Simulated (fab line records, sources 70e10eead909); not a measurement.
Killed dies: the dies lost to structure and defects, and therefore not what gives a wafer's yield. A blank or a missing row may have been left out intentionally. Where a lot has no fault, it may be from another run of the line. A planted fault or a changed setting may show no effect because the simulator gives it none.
Which tool did it? / flow nand-harc / 18 wafers sampled from 6 lots at 1 step of a route of 1159

## WHAT THE GAUGES SHOWED, per wafer
NHARC_P_BONDPAD_CD_MEAS_13.
lot=L563; measured=day 6 20:48; on=cd-sem-03; cd-nm (nm)=495.5 500.7 499.2
lot=L564; measured=day 7 06:17; on=cd-sem-01; cd-nm (nm)=500.7 500.6 499.0
lot=L567; measured=day 7 20:55; on=cd-sem-01; cd-nm (nm)=502.0 499.9 502.2
lot=L573; measured=day 9 13:53; on=cd-sem-01; cd-nm (nm)=497.2 498.9 497.8
lot=L580; measured=day 11 01:55; on=cd-sem-01; cd-nm (nm)=502.5 503.7 500.2
lot=L583; measured=day 11 20:52; on=cd-sem-03; cd-nm (nm)=497.7 500.1 500.0

## EACH LOT AND THE TOOL THAT RAN IT (in order: tool; ch and the chambers of the sampled wafers; start)
No process step before these readings appears in the record.

## THE ANSWER, worked out from the rows above alone
Rule: what is usual is taken from the lots themselves. Put in order of their means at a reading, lots are off if they are a third of the lots or fewer, leave a main group of 4 or more, and stand apart from it by a gap of 3 or more times the standard deviation of the main group's means; of several such gaps the widest counts. A main group is skipped when, at the precision printed for the reading in the tables above, its means are all equal. Also off: a lot with no number at a reading for which 4 or more lots have one. Where the step has rows for the other lots, those lots are counted as sound.
None of the lots is off at any reading shown; this tells nothing.

## WHAT THE SIMULATOR PUT IN
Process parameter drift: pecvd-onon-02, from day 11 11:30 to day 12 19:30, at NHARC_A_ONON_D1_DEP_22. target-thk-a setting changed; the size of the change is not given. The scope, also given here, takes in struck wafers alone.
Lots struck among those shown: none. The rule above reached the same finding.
